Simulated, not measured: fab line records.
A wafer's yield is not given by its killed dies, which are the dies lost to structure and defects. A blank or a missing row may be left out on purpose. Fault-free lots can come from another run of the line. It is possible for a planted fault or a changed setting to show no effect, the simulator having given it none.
A single fault, viewed from 3 desks -- flow n5-finfet -- each desk holds nothing but its own numbers, with what lay behind them at the end

THE DEFECT DESK
For each lot, the counts of the inspections along the route, averaged over the sampled wafers that have a number. A lot is out of limits, marked OUT, if its mean lies more than 4 standard deviations from the usual mean; the brackets give that distance.
Columns: A = raw-defect-count at N5_BEOL_M14_INSPECT_30, usual 2.1
lot,first seen here,A
L749,day 12 06:41,1.7
L755,day 14 08:23,1.7
L758,day 15 18:04,1.3
L760,day 16 11:52,1.7
L767,day 17 07:09,2.7
L771,day 18 12:42,3.7
Result from this desk: across the 6 lots, nothing is out of limits.

THE METROLOGY DESK
Means of the sampled wafers that have a number, per lot and without regard to the tool the lot ran on: this is what the gauges read. A lot is out of limits, marked OUT, if its mean lies more than 4 standard deviations from the usual mean; the brackets give that distance.
Columns: A = cd-nm at N5_BEOL_M14_CD_MEAS_28, usual 285.4 nm; B = M14_OVL at N5_BEOL_M14_OVL_MEAS_29, usual 2 nm; C = trench-depth-nm at N5_BEOL_M14_OCD_MEAS_35, usual 557 nm
lot,first seen here,A,B,C
L749,day 12 06:38,283.6,-2,556
L755,day 14 08:20,284.3,4,558
L758,day 15 18:01,286.0,2,558
L760,day 16 11:49,286.7,-4,549
L767,day 17 07:06,284.3,10,562
L771,day 18 12:38,287.9,11,553
Result from this desk: across the 6 lots, nothing is out of limits.

DESK OF THE TOOL OWNER: rie-diel-01
The tool's own readings at N5_BEOL_M14_ETCH_38 (etches SiCN in CF4/N2, target depth 106.5 nm, time 120.6 s): means of the sampled wafers that have a number, for each lot that ran on this tool. A lot is out of limits, marked OUT, if its mean lies more than 4 standard deviations from the usual mean; the brackets give that distance.
Columns: A = drypump-motor-current-A at N5_BEOL_M14_ETCH_38, usual 5.8 A; B = oes-product-au at N5_BEOL_M14_ETCH_38, usual 0.83 a.u.; C = rf-vpp-V at N5_BEOL_M14_ETCH_38, usual 383.2 V; D = showerhead-plenum-p-Torr at N5_BEOL_M14_ETCH_38, usual 2.24 Torr; E = throttle-valve-pct at N5_BEOL_M14_ETCH_38, usual 15.24 %
lot,first seen here,A,B,C,D,E
L749,day 12 08:38,5.5,0.78,383.3,2.27,15.34
L758,day 15 21:28,5.5,0.73,384.2,2.26,15.24
L760,day 16 14:34,5.5,0.72,383.2,2.26,15.25
Result from this desk: across the 3 lots, nothing is out of limits.

TAKEN TOGETHER
No out-of-limits result turned up at the defect desk.
Metrology desk: nothing out of limits seen.
Nothing out of limits was seen by the tool owner's desk.

WHAT THE SIMULATOR PUT IN
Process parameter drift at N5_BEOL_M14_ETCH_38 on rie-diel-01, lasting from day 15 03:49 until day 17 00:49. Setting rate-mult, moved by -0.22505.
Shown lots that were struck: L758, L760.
